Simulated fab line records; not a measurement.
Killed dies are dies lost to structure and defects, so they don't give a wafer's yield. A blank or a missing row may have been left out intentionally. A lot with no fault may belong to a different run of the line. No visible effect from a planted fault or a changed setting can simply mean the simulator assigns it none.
Lot-split experiment    flow n5-finfet    route with 1938 steps; 7 lots, 21 wafers read

== THE SPLIT ITSELF ==
At N5_BEOL_M6_COAT_60 (time 60 s, resist thk 35 nm), the setting spin-rpm was moved away from the recipe's 1500 rpm on 8 of the 21 wafers read, by -10.1% to +10.2%. All remaining wafers had this setting at the recipe value.

The reading comes from the split's own step.

== THE READING ==
SiARC_of_BEOL_M6_COAT_60.thk-nm (the simulator's own value, which no gauge read), in nm, at N5_BEOL_M6_COAT_60 (time 60 s, resist thk 35 nm). There is no usual value for it anywhere in the file. Here, 13 wafers ran the recipe; their average is 34.9 nm with a standard deviation of 0.12 nm.

wafer   tool, chamber at the split  spin-rpm as run, rpm  against the recipe  SiARC_of_BEOL_M6_COAT_60.thk-nm, nm  against lot-mates on the recipe
L080.1  litho-track-02, 0           1500                  recipe              35                                   -
L080.2  litho-track-02, 0           1500                  recipe              35                                   -
L080.5  litho-track-02, 0           1500                  recipe              35.2                                 -
L087.1  litho-track-01, 0           1500                  recipe              35                                   -
L087.2  litho-track-01, 0           1500                  recipe              34.8                                 -
L087.4  litho-track-01, 0           1349                  -10.1%              36.8                                 +1.9
L090.1  litho-track-02, 0           1500                  recipe              34.8                                 -
L090.5  litho-track-02, 0           1500                  recipe              34.8                                 -
L090.6  litho-track-02, 0           1396                  -6.9%               36.2                                 +1.4
L091.1  litho-track-01, 0           1500                  recipe              34.8                                 -
L091.5  litho-track-01, 0           1402                  -6.5%               36.2                                 +1.4
L091.6  litho-track-01, 0           1402                  -6.5%               36.2                                 +1.4
L093.1  litho-track-02, 0           1500                  recipe              35                                   -
L093.2  litho-track-02, 0           1500                  recipe              35                                   -
L093.5  litho-track-02, 0           1500                  recipe              34.8                                 -
L095.1  litho-track-01, 0           1653                  +10.2%              33.2                                 -1.8
L095.3  litho-track-01, 0           1653                  +10.2%              33.4                                 -1.6
L095.6  litho-track-01, 0           1500                  recipe              35                                   -
L096.1  litho-track-02, 0           1500                  recipe              35                                   -
L096.3  litho-track-02, 0           1349                  -10.1%              37                                   +2.0
L096.6  litho-track-02, 0           1349                  -10.1%              36.8                                 +1.8

THE FIT
A straight line over all 21 wafers: SiARC_of_BEOL_M6_COAT_60.thk-nm changes by -0.179 nm for each +1% of spin-rpm; r = -0.99; the points scatter about the line by 0.13 nm.
The same after taking each lot's own level away (the mean of its wafers on the recipe; 21 wafers): -0.184 nm for each +1%; r = -0.99; scatter 0.11 nm.
The reading moves by 1.9 nm for the largest change in spin-rpm, on that fit.
The lots' own levels span 34.80 to 35.07 nm, that is 2.2 times the standard deviation above.
Consequently the slope shifts little with the lot-to-lot level, the two slopes agreeing.
Check: for one of the wafers moved furthest among these (+10.2%), held out of the fit, the line's prediction against its lot-mates is -1.83 nm. It came out at -1.8 nm against them.

== FURTHER SPLITS ON THESE WAFERS ==
Note: prior to the reading, these wafers also went through further splits. Each is held against what the fit with the lots' levels taken away leaves over:
other split on the same wafers     wafers away from the commonest value  r with SiARC_of_BEOL_M6_COAT_60.thk-nm (lot level and that fit taken away)
N5_BEOL_M1_HM_DEP_02 target-thk-a  12                                    +0.16
N5_BEOL_M1_COAT_73 temp-c          10                                    +0.12
N5_BEOL_M2_ILD_DEP_00 time-s       5                                     +0.04
N5_BEOL_M2_EXPOSE_25 dose-mj       4                                     +0.00
N5_BEOL_M2_DESCUM_33 time-s        7                                     +0.09
N5_BEOL_M3_ETCH_70 bias-w          10                                    -0.04
N5_BEOL_M4_DEP_57 time-s           6                                     -0.47
N5_BEOL_M5_ILD_DEP_00 time-s       7                                     +0.27

== FILE'S OWN FIT ==
SiARC_of_BEOL_M6_COAT_60.thk-nm changes by -0.187 nm for each +1% of spin-rpm, r = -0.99.
